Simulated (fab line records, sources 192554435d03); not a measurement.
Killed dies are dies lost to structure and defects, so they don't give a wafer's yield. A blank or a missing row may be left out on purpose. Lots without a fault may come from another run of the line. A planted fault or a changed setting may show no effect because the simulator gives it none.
A struck lot beside a sound one | flow n5_finfet | 15 steps out of a route of 1938
Sound: wafers L934.2, L934.3, L934.5. Struck: wafer L941.5. (L941.1, L941.6 of the same lot were not struck and are left out.) The cause comes at the end.
At each step with rows: each side's tool, then ch and its chambers, then its first start. Under that, the readings that differ: sound wafers | struck wafers | difference of the means | sigmas: that difference in standard deviations of wafers without a fault.
alike: readings whose means differ by less than 2 such deviations, and words and numbers that are the same on both sides. not compared: withheld readings, readings that some wafer has no value for, bounds like >300 that may hide the same value, and numbers for which the record gives no deviation and whose values overlap.
The two part at a step that has a row with sigmas, a row that says differs or no value, or rows on one side only. Numbers that don't overlap but have no deviation are shown without sigmas and don't part them. A reading that every wafer of one side lacks parts them only if that side has two wafers or more.

first, 1 step without rows for these wafers: N5_GATE_CUT_ETCH_19 (etches SiNx in CH3F/O2, target depth 53.7 nm, time 76.7 s).
N5_GATE_CUT_CUT_ETCH_53: etches W in SF6/Cl2, target depth 79.2 nm.
  sound on rie_metal-01 ch 0,1, day 5 12:14; struck on rie_metal-01 ch 0, day 7 07:15
  alike: drypump_motor_current_A, etch_rf_on_time_s, oes_product_au, throttle_valve_pct
  not compared: rf_hours_counter_h
N5_GATE_CUT_CUT_ETCH_54: etches TiN in Cl2/BCl3, target depth 96.7 nm.
  sound on rie_metal-01 ch 0,1, day 5 12:17; struck on rie_metal-01 ch 0, day 7 07:19
  alike: bcl3_flow_sccm, drypump_motor_current_A, etch_rf_on_time_s, oes_product_au, throttle_valve_pct
  not compared: rf_hours_counter_h
then, 1 step without rows for these wafers: N5_GATE_CUT_CUT_ETCH_55 (etches HfO2 in BCl3, target depth 3.2 nm).
N5_GATE_CUT_ETCH_47: etches SiO2 in Cl2/BCl3, target depth 10 nm.
  sound on rie_metal-01 ch 0,1, day 5 12:23; struck on rie_metal-01 ch 0, day 7 07:24
  alike: bcl3_flow_sccm, drypump_motor_current_A, oes_product_au, throttle_valve_pct
  not compared: rf_hours_counter_h
then, 1 step without rows for these wafers: N5_GATE_CUT_VAPOR_ETCH_48 (etches TiN in BCl3/Cl2).
N5_GATE_CUT_VAPOR_ETCH_49: etches TiAlC in BCl3/Cl2.
  sound on rie_metal-01 ch 0,1, day 5 12:26; struck on rie_metal-01 ch 0, day 7 07:28
  alike: drypump_motor_current_A, oes_product_au
then, 4 steps without rows for these wafers: N5_GATE_CUT_VAPOR_ETCH_51 (etches HfO2 in BCl3/Cl2); N5_GATE_CUT_STRIP_21 (strips in N2/H2, time 30 s); N5_GATE_CUT_STRIP_29 (strips in post etch residue remover, time 60 s); N5_GATE_CUT_SRD_52 (time 30 s).
N5_GATE_CUT_ALD_22: deposits SiNx, target thk 16 nm, pulse time 1 s, ald cycles 320.
  sound on ald_sin-03 ch 0,2, day 5 12:40; struck on ald_sin-02 ch 1, day 7 07:41
  alike: heater_power_w, precursor_pulse_height_rel, susceptor_temp_C
N5_GATE_CUT_CMP_23: polishes, stops on SiO2, t overpolish 23.4 s, target thk 16 nm.
  sound on cmp-03 ch 0,1,3, day 5 14:12; struck on cmp-03 ch 0, day 7 09:16
  reading                 | sound             | struck | difference | sigmas
  head_pressure_psi (psi) | 2.495 2.501 2.485 | 2.195  | -0.299     | -52
  alike: motor_current_A, overpolish_run_s, retaining_ring_pressure_frac, slurry_filter_dp_kPa, time_to_endpoint_s
N5_GATE_CUT_THK_MEAS_24:
  sound on film_metro-02, day 5 14:28; struck on film_metro-01, day 7 09:29
  alike: GC_FILL_THK
-- the record jumps here: 4 days lie between the struck wafers' starts before and after (it left off in module GATE_CUT and takes up again in module BEOL_M4, whose first step shown is number 1111 of the route) --
N5_BEOL_M4_RC_MEAS_101:
  sound on prober-02 ch 0, day 9 11:05; struck on prober-01 ch 0, day 11 14:42
  alike: DIBL_N, DIBL_P, IOFF_N, IOFF_P, ION_N, ION_P, SS_N, SS_P, VT_N, VT_P

WHERE THEY PART
Only at N5_GATE_CUT_CMP_23, within this record. Later steps at which nothing parts them and some readings are alike: N5_GATE_CUT_THK_MEAS_24, N5_BEOL_M4_RC_MEAS_101.

WHY: what the simulator had put in
Process parameter drift: cmp-03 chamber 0, from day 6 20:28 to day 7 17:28, at N5_GATE_CUT_CMP_23. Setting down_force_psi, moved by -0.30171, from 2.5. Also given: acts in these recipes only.
